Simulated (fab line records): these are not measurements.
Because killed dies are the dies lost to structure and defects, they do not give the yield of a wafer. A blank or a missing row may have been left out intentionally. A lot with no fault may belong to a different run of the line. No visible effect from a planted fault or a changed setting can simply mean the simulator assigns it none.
Which of the tools did it? | flow nand_harc | 13 lots with 39 wafers sampled at 6 steps, on a route of 1302 steps

## WHAT EACH GAUGE READ, for each wafer
NHARC_A_ONON_D2_THK_MEAS_02: measures by ellipsometry.
lot  | measured     | on            | thk_nm (nm)
L437 | day 12 10:25 | film_metro-02 | 1005 1003 1003
L439 | day 12 18:53 | film_metro-01 | 997 998 996
L438 | day 12 18:43 | film_metro-02 | 1007 1006 1006
L440 | day 14 02:44 | film_metro-02 | 990 988 990
L443 | day 14 20:31 | film_metro-02 | 1000 1000 1000
L445 | day 15 14:56 | film_metro-01 | 1007 1007 1008
L451 | day 18 05:38 | film_metro-01 | 989 989 990
L450 | day 18 05:17 | film_metro-02 | 988 987 986
L453 | day 19 04:43 | film_metro-01 | 1010 1011 1012
L456 | day 20 00:55 | film_metro-02 | 988 987 987
L458 | day 21 06:36 | film_metro-01 | 1016 1017 1018
L459 | day 21 13:44 | film_metro-02 | 989 989 989
L460 | day 21 20:07 | film_metro-02 | 997 995 996

NHARC_A_ONON_D2_THK_MEAS_05: measures by ellipsometry.
lot  | measured     | on            | thk_nm (nm)
L437 | day 12 10:59 | film_metro-01 | 1004 1007 1005
L439 | day 12 19:28 | film_metro-01 | 1015 1016 1015
L438 | day 12 19:17 | film_metro-01 | 994 995 996
L440 | day 14 03:26 | film_metro-02 | 991 994 994
L443 | day 14 21:05 | film_metro-01 | 999 1000 999
L445 | day 15 15:30 | film_metro-02 | 1012 1011 1010
L451 | day 18 06:13 | film_metro-01 | 998 1000 998
L450 | day 18 05:52 | film_metro-02 | 999 1000 999
L453 | day 19 05:16 | film_metro-01 | 1017 1016 1016
L456 | day 20 01:29 | film_metro-01 | 998 995 996
L458 | day 21 07:10 | film_metro-02 | 984 983 984
L459 | day 21 14:19 | film_metro-02 | 1002 1001 1002
L460 | day 21 20:41 | film_metro-02 | 998 999 999

NHARC_A_ONON_D2_THK_MEAS_14: measures by ellipsometry.
lot  | measured     | on            | thk_nm (nm)
L437 | day 12 12:41 | film_metro-02 | 992 991 992
L439 | day 12 21:11 | film_metro-02 | 989 989 990
L438 | day 12 21:00 | film_metro-02 | 989 988 991
L440 | day 14 05:17 | film_metro-02 | 1014 1014 1014
L443 | day 14 22:47 | film_metro-01 | 469 469 469
L445 | day 15 17:13 | film_metro-02 | 461 463 464
L451 | day 18 07:55 | film_metro-01 | 1009 1006 1006
L450 | day 18 07:34 | film_metro-02 | 1006 1005 1005
L453 | day 19 06:58 | film_metro-01 | 994 995 995
L456 | day 20 03:10 | film_metro-02 | 983 983 982
L458 | day 21 08:52 | film_metro-02 | 987 988 988
L459 | day 21 16:00 | film_metro-01 | 987 991 988
L460 | day 21 22:23 | film_metro-02 | 992 993 991

NHARC_END_SORT_01.
lot  | measured     | on        | killed_at_array | killed_at_other | killed_at_periphery | killed_dies | killed_open | killed_short
L443 | day 26 22:41 | prober-02 | 673 675 671     | 3 0 1           | 1 2 5               | 677 677 677 | 6 3 3       | 1 3 2
L445 | day 27 22:27 | prober-02 | 673 676 673     | 1 0 0           | 3 1 4               | 677 677 677 | 3 3 7       | 6 4 3

## WHICH TOOL RAN EACH LOT (tool, then ch and the chambers of the sampled wafers, then the start)
lot  | NHARC_A_CHANNEL_FILL_D1_ALD_25   | NHARC_A_ONON_D2_DEP_12
L437 | ald_hk-02 ch 0,3, day 10 10:05   | pecvd_onon-03 ch 0, day 12 12:14
L439 | ald_hk-03 ch 0,3, day 10 20:47   | pecvd_onon-03 ch 0, day 12 20:46
L438 | ald_hk-01 ch 1,2,3, day 10 21:23 | pecvd_onon-01 ch 0, day 12 20:32
L440 | ald_hk-01 ch 0,2, day 12 06:17   | pecvd_onon-01 ch 0, day 14 04:49
L443 | ald_hk-01 ch 2,3, day 12 17:38   | pecvd_onon-01 ch 0, day 14 22:23
L445 | ald_hk-03 ch 0,2,3, day 13 14:25 | pecvd_onon-01 ch 0, day 15 16:46
L451 | ald_hk-02 ch 2,3, day 16 06:43   | pecvd_onon-01 ch 0, day 18 07:27
L450 | ald_hk-03 ch 0,3, day 16 06:43   | pecvd_onon-04 ch 0, day 18 07:10
L453 | ald_hk-03 ch 2,3, day 17 01:06   | pecvd_onon-03 ch 0, day 19 06:38
L456 | ald_hk-03 ch 0,1,3, day 18 02:44 | pecvd_onon-03 ch 0, day 20 02:40
L458 | ald_hk-03 ch 0,1,2, day 19 06:53 | pecvd_onon-01 ch 0, day 21 08:21
L459 | ald_hk-03 ch 0,1,2, day 19 11:35 | pecvd_onon-01 ch 0, day 21 15:33
L460 | ald_hk-02 ch 0,2,3, day 19 21:37 | pecvd_onon-01 ch 0, day 21 21:52
- NHARC_A_CHANNEL_FILL_D1_ALD_25: deposits SiOx, target thk 60 nm, pulse time 10 s, ald cycles 600.
- NHARC_A_ONON_D2_DEP_12: target thk 1000 nm.

## AS READ BY THE TOOLS THEMSELVES (means over the sampled wafers that have a number; for cases with no such wafer, the mark the record gives instead)
NHARC_A_CHANNEL_FILL_D1_ALD_25.
lot  | tool      | heater_power_w (W) | precursor_pulse_height_rel
L437 | ald_hk-02 | 420                | 0.986
L439 | ald_hk-03 | 528                | 0.999
L438 | ald_hk-01 | 505                | 0.984
L440 | ald_hk-01 | 555                | 1.017
L443 | ald_hk-01 | 546                | 0.993
L445 | ald_hk-03 | 528                | 1.001
L451 | ald_hk-02 | 473                | 1.003
L450 | ald_hk-03 | 529                | 1.005
L453 | ald_hk-03 | 557                | 0.998
L456 | ald_hk-03 | 494                | 1.018
L458 | ald_hk-03 | 478                | 0.989
L459 | ald_hk-03 | 476                | 1.002
L460 | ald_hk-02 | 447                | 1.007

## THE ANSWER, worked out from the rows above alone
Rule: the usual values come from the lots themselves. Put in order of their means at a reading, lots are off if they are a third of the lots or fewer, leave a main group of 4 or more, and stand apart from it by a gap of 3 or more times the standard deviation of the main group's means; of several such gaps the widest counts. The tables above print the reading to a certain number of digits; a main group whose means all agree to those digits is not used. A lot without any number at a reading at which 4 lots or more have one is off too. Where the step has rows for the other lots, those lots are counted as sound. After the gauges, taken in route order, come the tools' own readings; for these a lot's mean is taken, as printed above. At the first step where some lot is off, the reading lying furthest off is the one used; lots without a number count as furthest.
Off, at NHARC_A_ONON_D2_THK_MEAS_14 on thk_nm: L443, L445. For the main group the mean is 995 nm and the standard deviation 9.3.
A tool fits if, at a process step before that reading, it ran every lot that is off, and no sound lot after the first of them. The gauges at NHARC_A_ONON_D2_THK_MEAS_14 are tried like those tools. None of those tried fits.

## WHAT THE SIMULATOR HAD INSERTED
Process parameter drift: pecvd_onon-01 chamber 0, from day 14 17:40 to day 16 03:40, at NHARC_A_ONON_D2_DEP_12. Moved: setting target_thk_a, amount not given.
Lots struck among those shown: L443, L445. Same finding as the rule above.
